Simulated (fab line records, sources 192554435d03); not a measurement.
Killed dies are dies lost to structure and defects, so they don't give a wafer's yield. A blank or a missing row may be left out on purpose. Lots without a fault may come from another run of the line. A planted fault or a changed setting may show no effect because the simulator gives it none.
A struck lot beside a sound one | flow n5_finfet | 29 steps out of a route of 1938
Sound: wafers L151.4, L151.5, L151.6. Struck: wafer L166.6. (L166.3, L166.4 of the same lot were not struck and are left out.) The cause comes at the end.
At each step with rows: each side's tool, then ch and its chambers, then its first start. Under that, the readings that differ: sound wafers | struck wafers | difference of the means | sigmas: that difference in standard deviations of wafers without a fault.
alike: readings whose means differ by less than 2 such deviations, and words and numbers that are the same on both sides. not compared: withheld readings, readings that some wafer has no value for, bounds like >300 that may hide the same value, and numbers for which the record gives no deviation and whose values overlap.
The two part at a step that has a row with sigmas, a row that says differs or no value, or rows on one side only. Numbers that don't overlap but have no deviation are shown without sigmas and don't part them. A reading that every wafer of one side lacks parts them only if that side has two wafers or more.

first, 10 steps without rows for these wafers: N5_WELL_APT_DESCUM_30 (chemistry O2, time 7.9 s); N5_WELL_APT_IMPLANT_31; N5_WELL_APT_IMPLANT_32; N5_WELL_APT_STRIP_33 (strips in SPM, time 900 s); N5_WELL_APT_RTA_34 (time 10 s); N5_WELL_APT_OXIDE_STRIP_42 (strips SiO2 in dHF, time 45 s, target depth 12 nm); N5_WELL_APT_PRECLEAN_36 (cleans in O3/DIW, time 45 s); N5_WELL_APT_PRECLEAN_39 (cleans in dHF, time 60 s); N5_WELL_APT_SRD_37 (time 30 s); N5_WELL_APT_EPI_41 (deposits Si from SiH4/H2, target thk 50 nm, time 297.7 s).
N5_PMOS_HMC_CHANNEL_EPI_HM_DEP_34: deposits SiO2 from TEOS/O2, target thk 36 nm, time 6.9 s.
  sound on pecvd-01 ch 0,1,2, day 1 17:32; struck on pecvd-01 ch 1, day 5 11:49
  reading                                                  | sound             | struck | difference | sigmas
  model.SiO2_of_PMOS_HMC_CHANNEL_EPI_HM_DEP_34.thk_nm (nm) | 36.04 36.21 36.91 | 14.72  | -21.67     |
  alike: heater_power_w, showerhead_plenum_p_Torr, throttle_valve_pct
then, 15 steps without rows for these wafers: N5_PMOS_HMC_CHANNEL_EPI_COAT_31 (time 60 s, resist thk 66 nm); N5_PMOS_HMC_CHANNEL_EPI_COAT_03 (resist thk 205 nm); N5_PMOS_HMC_CHANNEL_EPI_EBR_05; N5_PMOS_HMC_CHANNEL_EPI_SOFTBAKE_04 (time 60 s); N5_PMOS_HMC_CHANNEL_EPI_EXPOSE_06 (exposes mask PMOS HMC BLK, target cd 240 nm); N5_PMOS_HMC_CHANNEL_EPI_PEB_07 (peb time 60 s); N5_PMOS_HMC_CHANNEL_EPI_DEVELOP_08 (develop time 30 s); N5_PMOS_HMC_CHANNEL_EPI_DESCUM_14 (chemistry O2, time 7.9 s); N5_PMOS_HMC_CHANNEL_EPI_ETCH_32 (etches BARC in N2/H2, stops on SiO2, target depth 85.8 nm, time 50.3 s); N5_PMOS_HMC_CHANNEL_EPI_HM_OPEN_15 (chemistry CHF3/O2, target SiO2, target depth 40.6 nm, time 20.3 s); N5_PMOS_HMC_CHANNEL_EPI_STRIP_33 (strips in N2/H2); N5_PMOS_HMC_CHANNEL_EPI_STRIP_17 (strips in SPM, time 750 s); N5_PMOS_HMC_CHANNEL_EPI_ETCH_38 (etches SiO2 in CF4, target depth 1.5 nm); N5_PMOS_HMC_CHANNEL_EPI_FIN_RECESS_16 (chemistry HBr/Cl2, target Si, target depth 54 nm, time 18 s); N5_PMOS_HMC_CHANNEL_EPI_PRECLEAN_36 (cleans in O3/DIW, time 45 s).
N5_PMOS_HMC_CHANNEL_EPI_PRECLEAN_18: cleans in DHF, time 30 s.
  sound on wet_bench-02 ch 2,4,7, day 1 18:40; struck on wet_bench-04 ch 3, day 5 12:52
  reading                                                  | sound             | struck | difference | sigmas
  model.SiO2_of_PMOS_HMC_CHANNEL_EPI_HM_DEP_34.thk_nm (nm) | 24.68 24.99 25.53 | 3.664  | -21.403    |
  alike: temp_c
then, 1 step without rows for these wafers: N5_PMOS_HMC_CHANNEL_EPI_SRD_19 (time 30 s).
-- the record jumps here: 7 days lie between the struck wafers' starts before and after (it left off in module PMOS_HMC_CHANNEL_EPI and takes up again in module BEOL_M4, whose first step shown is number 1111 of the route) --
N5_BEOL_M4_RC_MEAS_101:
  sound on prober-02 ch 0, day 8 13:20; struck on prober-02 ch 0, day 12 14:24
  reading       | sound          | struck | difference | sigmas
  DIBL_N (mV/V) | 34.9 36.0 35.3 | 38.0   | +2.6       | +2
  alike: DIBL_P, IOFF_N, IOFF_P, ION_N, ION_P, SS_N, SS_P, VT_N, VT_P

WHERE THEY PART
Only at N5_BEOL_M4_RC_MEAS_101, within this record.

WHY: what the simulator had put in
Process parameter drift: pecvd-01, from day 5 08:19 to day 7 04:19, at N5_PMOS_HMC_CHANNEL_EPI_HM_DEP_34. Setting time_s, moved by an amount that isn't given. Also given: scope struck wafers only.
